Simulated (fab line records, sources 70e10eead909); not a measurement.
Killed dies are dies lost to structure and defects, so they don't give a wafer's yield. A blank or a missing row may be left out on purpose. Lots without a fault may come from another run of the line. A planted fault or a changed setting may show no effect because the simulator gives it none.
One fault seen from 3 desks | flow nand_harc | each desk has only its own numbers; what lay behind them comes last

THE TOOL OWNER'S DESK: pecvd-03
The tool's own readings at NHARC_A_M0_DEP_00 (deposits SiOC, target thk 150 nm): means of the sampled wafers that have a number, for each lot that ran on this tool. A lot is out of limits, marked OUT, if its mean lies more than 4 standard deviations from the usual mean; the brackets give that distance.
Columns: A = rf_fwd_power_W at NHARC_A_M0_DEP_00, usual 598.8 W; B = showerhead_vpp_V at NHARC_A_M0_DEP_00, usual 1470 V
lot  | first seen here | A     | B
L148 | day 18 11:56    | 598.1 | 1395
L154 | day 19 17:00    | 599.0 | 1414
L162 | day 21 23:53    | 599.8 | 1363
This desk's finding: nothing out of limits on any of the 3 lots.

THE METROLOGY DESK
What the gauges read, lot by lot, whatever tool the lot ran on: means of the sampled wafers that have a number. A lot is out of limits, marked OUT, if its mean lies more than 4 standard deviations from the usual mean; the brackets give that distance.
Columns: A = cd_nm at NHARC_A_M0_CD_MEAS_09, usual 80.0 nm; B = overlay_x_nm at NHARC_A_M0_OVL_MEAS_10, usual 0.2 nm; C = overlay_y_nm at NHARC_A_M0_OVL_MEAS_10, usual 0.1 nm; D = cd_nm at NHARC_A_M0_CD_MEAS_16, usual 79.5 nm
lot  | first seen here | A    | B    | C    | D
L148 | day 18 12:34    | 80.2 | 0.2  | 0.8  | 80.3
L154 | day 19 17:47    | 80.8 | 0.7  | 0.5  | 80.7
L156 | day 20 09:27    | 79.9 | 0.6  | -0.4 | 79.4
L162 | day 22 00:35    | 79.8 | -1.1 | -0.1 | 78.9
L163 | day 22 08:41    | 79.4 | -0.2 | -0.4 | 78.9
This desk's finding: nothing out of limits on any of the 5 lots.

THE DEFECT DESK
What the inspections along the route counted, lot by lot: means of the sampled wafers that have a number. A lot is out of limits, marked OUT, if its mean lies more than 4 standard deviations from the usual mean; the brackets give that distance.
Columns: A = raw_defect_count at NHARC_A_BLC_INSPECT_28, usual 422; B = raw_defect_count at NHARC_A_M0_INSPECT_11, usual 26; C = raw_defect_count at NHARC_A_M0_INSPECT_27, usual 433
lot  | first seen here | A   | B  | C
L148 | day 18 11:46    | 391 | 25 | 397
L154 | day 19 16:53    | 695 | 28 | 445
L156 | day 20 08:33    | 396 | 27 | 255
L162 | day 21 23:49    | 372 | 33 | 600
L163 | day 22 07:46    | 369 | 31 | 641
This desk's finding: nothing out of limits on any of the 5 lots.

PUT TOGETHER
The tool owner's desk saw nothing out of limits.
The metrology desk saw nothing out of limits.
The defect desk saw nothing out of limits.

WHAT THE SIMULATOR HAD PUT IN
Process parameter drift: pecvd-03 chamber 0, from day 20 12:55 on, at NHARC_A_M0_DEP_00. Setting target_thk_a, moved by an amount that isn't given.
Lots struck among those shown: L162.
